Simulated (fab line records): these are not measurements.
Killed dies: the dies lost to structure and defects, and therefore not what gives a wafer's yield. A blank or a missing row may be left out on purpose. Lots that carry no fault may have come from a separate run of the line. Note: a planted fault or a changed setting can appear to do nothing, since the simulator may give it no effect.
A lot that was struck, set against a sound lot || flow nand_harc || 40 steps out of a route of 1159
Sound: these wafers, L763.2, L763.5, L763.6. The struck wafers were L782.2, L782.4, L782.6. The cause is given at the end.
Order at every step that has rows: each side's tool, ch and its chambers, its first start. Under that, the readings that differ: sound wafers || struck wafers || difference of the means || sigmas: that difference in standard deviations of wafers without a fault.
alike: words and numbers the same on both sides, and readings whose means are apart by under 2 such deviations; not compared: readings that were withheld, readings missing a value for some wafer, numbers with overlapping values and no deviation given by the record, and bounds like >300 which may hide the same value.
The two part at a step that has a row with sigmas, a row that says differs or no value, or rows on one side only. Numbers that have no deviation but don't overlap get no sigmas and don't part them. A reading that every wafer of one side lacks parts them only if that side has two wafers or more.

NHARC_A_CONTACT_OVL_MEAS_09:
  sound on overlay-02, day 17 18:44; struck on overlay-01, day 21 19:18
  alike: overlay_x_nm, overlay_y_nm
NHARC_A_CONTACT_INSPECT_10:
  sound on defect_inspect-01, day 17 18:46; struck on defect_inspect-01, day 21 19:20
{"reading": "raw_defect_count", "sound": "6 7 10", "struck": "45 55 48", "difference": "+42", "sigmas": "+3"}
NHARC_A_CONTACT_DESCUM_13: chemistry O2, time 3 s.
  sound on rie_diel-06 ch 0,3, day 17 18:51; struck on rie_diel-03 ch 2,3, day 21 19:24
  alike: drypump_motor_current_A, oes_product_au, rf_vpp_V, showerhead_plenum_p_Torr, throttle_valve_pct
  not compared: rf_hours_counter_h
then, 2 steps without rows for these wafers: NHARC_A_CONTACT_ETCH_88 (etches the open film in CF4, target depth 39 nm, time 65 s); NHARC_A_CONTACT_ETCH_89 (etches the open film in N2/H2, target depth 260 nm, time 475.3 s).
NHARC_A_CONTACT_ETCH_30: etches the open film in CF4/CHF3, target depth 60.5 nm, time 30.2 s.
  sound on rie_diel-06 ch 0,3; struck on rie_diel-03 ch 1,2,3
  alike: cf4_flow_sccm, drypump_motor_current_A, oes_product_au, rf_vpp_V, showerhead_plenum_p_Torr, throttle_valve_pct
  not compared: rf_hours_counter_h
then, 4 steps without rows for these wafers: NHARC_A_CONTACT_ETCH_31 (etches the open film in O2/COS, target depth 2000 nm, time 520 s); NHARC_A_CONTACT_ETCH_134 (etches the open film in C4F8/O2/Ar, time 140 s, target depth 700 nm); NHARC_A_CONTACT_ETCH_135 (etches the open film in C4F8/O2/Ar, time 132 s, target depth 1287 nm); NHARC_A_CONTACT_ETCH_136 (etches the open film in C4F8/O2/Ar, time 132 s, target depth 1287 nm).
NHARC_A_CONTACT_ETCH_137: etches the open film in C4F8/O2/Ar, time 132 s, target depth 1287 nm.
  sound on har_cap_etch-02 ch 0,1, day 17 20:47; struck on har_cap_etch-02 ch 1, day 21 20:53
  not compared: rf_hours_counter_h
then, 1 step without rows for these wafers: NHARC_A_CONTACT_ETCH_138 (etches the open film in C4F8/O2/Ar, time 132 s, target depth 1289 nm).
NHARC_A_CONTACT_ETCH_139: etches the open film in C4F8/O2/Ar, time 137 s, target depth 590 nm.
  sound on har_cap_etch-02 ch 0,1, day 17 21:03; struck on har_cap_etch-02 ch 1, day 21 21:09
  not compared: rf_hours_counter_h
then, 2 steps without rows for these wafers: NHARC_A_CONTACT_ETCH_92 (etches the open film in CH3F/O2, target depth 40 nm, time 85.7 s); NHARC_A_CONTACT_ETCH_98 (etches the open film in C4F6/O2, target depth 20 nm, time 10 s).
NHARC_A_CONTACT_CD_MEAS_15:
  sound on cd_sem-02, day 17 21:40; struck on cd_sem-02, day 21 21:45
{"reading": "cd_nm (nm)", "sound": "90.0 90.7 90.6", "struck": "89.1 89.8 89.2", "difference": -1.1, "sigmas": -2}
then, 3 steps without rows for these wafers: NHARC_A_CONTACT_STRIP_107 (strips in N2/H2); NHARC_A_CONTACT_STRIP_108 (strips in CF4/CHF3); NHARC_A_CONTACT_STRIP_109 (strips in O2/COS).
NHARC_A_CONTACT_ETCH_110: etches the open film in CF4/O2, target depth 50 nm, overetch 5 nm, time 27.5 s.
  sound on rie_diel-03 ch 2,3, day 17 21:58; struck on rie_diel-03 ch 0,2, day 21 22:05
  alike: cf4_flow_sccm, drypump_motor_current_A, oes_product_au, rf_vpp_V, showerhead_plenum_p_Torr, throttle_valve_pct
  not compared: rf_hours_counter_h
then, 3 steps without rows for these wafers: NHARC_A_CONTACT_STRIP_26 (strips in O2); NHARC_A_CONTACT_STRIP_27 (strips in post etch residue remover, time 600 s); NHARC_A_CONTACT_ALD_18 (deposits TiN, target thk 3 nm, pulse time 1 s, ald cycles 150).
NHARC_A_CONTACT_CVD_19: deposits W, target thk 300 nm, time 802 s.
  sound on cvd_w-02 ch 0,1; struck on cvd_w-02 ch 0,1
  alike: heater_power_w, susceptor_temp_C, throttle_valve_pct
then, 12 steps without rows for these wafers: NHARC_A_CONTACT_CMP_20 (polishes, t overpolish 30 s, target thk 300 nm); NHARC_A_CONTACT_SRD_22; NHARC_A_BLC_DEHYDRATE_00 (time 120 s); NHARC_A_BLC_HMDS_01 (time 30 s); NHARC_A_BLC_COAT_02 (time 75 s); NHARC_A_BLC_COAT_03 (time 65 s); NHARC_A_BLC_COAT_04 (resist thk 90 nm); NHARC_A_BLC_SOFTBAKE_05 (time 55 s); NHARC_A_BLC_EBR_06; NHARC_A_BLC_EXPOSE_07 (exposes mask A BLC, target cd 100 nm); NHARC_A_BLC_PEB_08 (peb time 65 s); NHARC_A_BLC_DEVELOP_09 (develop time 35 s).
NHARC_A_BLC_CD_MEAS_10: the cd target is 100 nm.
  sound on cd_sem-03 ch 0, day 18 00:29; struck on cd_sem-02 ch 0, day 22 02:22
  alike: cd_nm
NHARC_A_BLC_OVL_MEAS_11:
  sound on overlay-01, day 18 00:34; struck on overlay-01, day 22 02:26
  alike: overlay_x_nm, overlay_y_nm
then, 1 step without rows for these wafers: NHARC_A_BLC_DESCUM_15 (chemistry O2, time 3 s).
-- jump in the record: it breaks off in module A_BLC and resumes in module END (first step shown: number 1159 of the route), and 2 days separate the struck wafers' starts before and after --
NHARC_END_SORT_01:
  here the record holds rows for the struck wafers (prober-02 ch 0, day 24 06:59) but none for the sound ones

== WHERE THEY PART ==
Last at NHARC_END_SORT_01 as far as this record goes, first at NHARC_A_CONTACT_INSPECT_10.

WHY: whatever the simulator had introduced
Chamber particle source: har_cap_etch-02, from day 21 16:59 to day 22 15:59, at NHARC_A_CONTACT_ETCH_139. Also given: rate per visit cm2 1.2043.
